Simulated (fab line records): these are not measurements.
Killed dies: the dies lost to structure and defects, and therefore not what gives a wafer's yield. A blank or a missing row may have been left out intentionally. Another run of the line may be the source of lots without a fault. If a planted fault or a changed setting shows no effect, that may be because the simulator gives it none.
Struck lot and sound lot, side by side ; flow nand_harc ; 19 steps out of a route of 1302
Sound: the wafers L527.1, L527.4, L527.5. The struck wafers were L532.1, L532.4, L532.6. The cause comes at the end.
Order at every step that has rows: each side's tool, ch and its chambers, its first start. Under that, the readings that differ: sound wafers ; struck wafers ; difference of the means ; sigmas: that difference in standard deviations of wafers without a fault.
alike: a reading whose means differ by less than 2 such deviations, as well as words and numbers matching on both sides. not compared: withheld readings; readings where some wafer has no value; bounds like >300 that might hide an equal value; numbers whose values overlap and for which the record gives no deviation.
Wherever a step has rows on one side only, a row that says differs or no value, or a row with sigmas, the two part there. When numbers do not overlap yet have no deviation, they are printed without sigmas and do not part them. A reading missing from all wafers of one side parts the sides only when that side holds two or more wafers.

NHARC_P_GATE_CD_MEAS_59: the cd target is 720 nm.
  sound on cd_sem-01 ch 0, day 9 05:13; struck on cd_sem-03 ch 0, day 11 18:55
  alike: cd_nm
then, 1 step without rows for these wafers: NHARC_P_GATE_HARDBAKE_60 (time 80 s).
NHARC_P_GATE_DESCUM_61: chemistry O2, time 3 s.
  sound on rie_diel-01 ch 0,1,2, day 9 05:23; struck on rie_diel-10 ch 0,1,2, day 11 19:06
  alike: drypump_motor_current_A, mfc_ar_sccm, oes_product_au, rf_vpp_V, showerhead_plenum_p_Torr, throttle_valve_pct
  not compared: rf_hours_counter_h
following that, these wafers have no rows for 1 step: NHARC_P_GATE_IMPLANT_62.
NHARC_P_GATE_STRIP_112: strips in N2/H2, time 200 s.
  sound on plasma_asher-02 ch 0,1, day 9 05:45; struck on plasma_asher-01 ch 0,1, day 11 19:29
  alike: drypump_motor_current_A, heater_power_w
  not compared: rf_hours_counter_h
NHARC_P_GATE_STRIP_76: strips in O2.
  sound on plasma_asher-02 ch 0,1, day 9 06:01; struck on plasma_asher-01 ch 0,1, day 11 19:43
  alike: drypump_motor_current_A, heater_power_w
  not compared: rf_hours_counter_h
then, 6 steps without rows for these wafers: NHARC_P_GATE_STRIP_63 (strips in SPM, time 900 s); NHARC_P_GATE_DEHYDRATE_83 (time 120 s); NHARC_P_GATE_HMDS_84 (time 30 s); NHARC_P_GATE_COAT_85; NHARC_P_GATE_SOFTBAKE_86 (time 95 s); NHARC_P_GATE_EBR_87.
NHARC_P_GATE_EXPOSE_88: exposes mask P HVN, target cd 2000 nm.
  sound on krf_scanner-03 ch 0, day 9 06:46; struck on krf_scanner-04 ch 0, day 11 20:20
reading;sound;struck;difference;sigmas
mask;P_HVN#0 P_HVN#0 P_HVN#0;P_HVN_R1#0 P_HVN_R1#0 P_HVN_R1#0;differs;
then, 2 steps without rows for these wafers: NHARC_P_GATE_PEB_89 (peb time 85 s); NHARC_P_GATE_DEVELOP_90 (time 70 s).
NHARC_P_GATE_CD_MEAS_91: the cd target is 2000 nm.
  sound on cd_sem-02 ch 0, day 9 06:56; struck on cd_sem-03 ch 0, day 11 20:30
reading;sound;struck;difference;sigmas
cd_nm (nm);2003.5 2004.4 2001.7;2072.2 2067.4 2068.4;+66.1;+31
then, 1 step without rows for these wafers: NHARC_P_GATE_HARDBAKE_92 (time 80 s).
NHARC_P_GATE_DESCUM_93: chemistry O2, time 3 s.
  sound on rie_diel-01 ch 1,2,3, day 9 07:07; struck on rie_diel-10 ch 1,2,3, day 11 20:41
reading;sound;struck;difference;sigmas
model.P_GATE.cd_nm (nm);2004 2005 2002;2072 2067 2068;+65;
  alike: drypump_motor_current_A, mfc_ar_sccm, oes_product_au, rf_vpp_V, showerhead_plenum_p_Torr, throttle_valve_pct
  not compared: rf_hours_counter_h
following that, these wafers have no rows for 1 step: NHARC_P_GATE_IMPLANT_94.

== WHERE THEY PART ==
At NHARC_P_GATE_EXPOSE_88 first; at NHARC_P_GATE_CD_MEAS_91 last (within this record only). Later steps at which nothing parts them and some readings are alike: NHARC_P_GATE_DESCUM_93.

WHY: what the simulator had put in
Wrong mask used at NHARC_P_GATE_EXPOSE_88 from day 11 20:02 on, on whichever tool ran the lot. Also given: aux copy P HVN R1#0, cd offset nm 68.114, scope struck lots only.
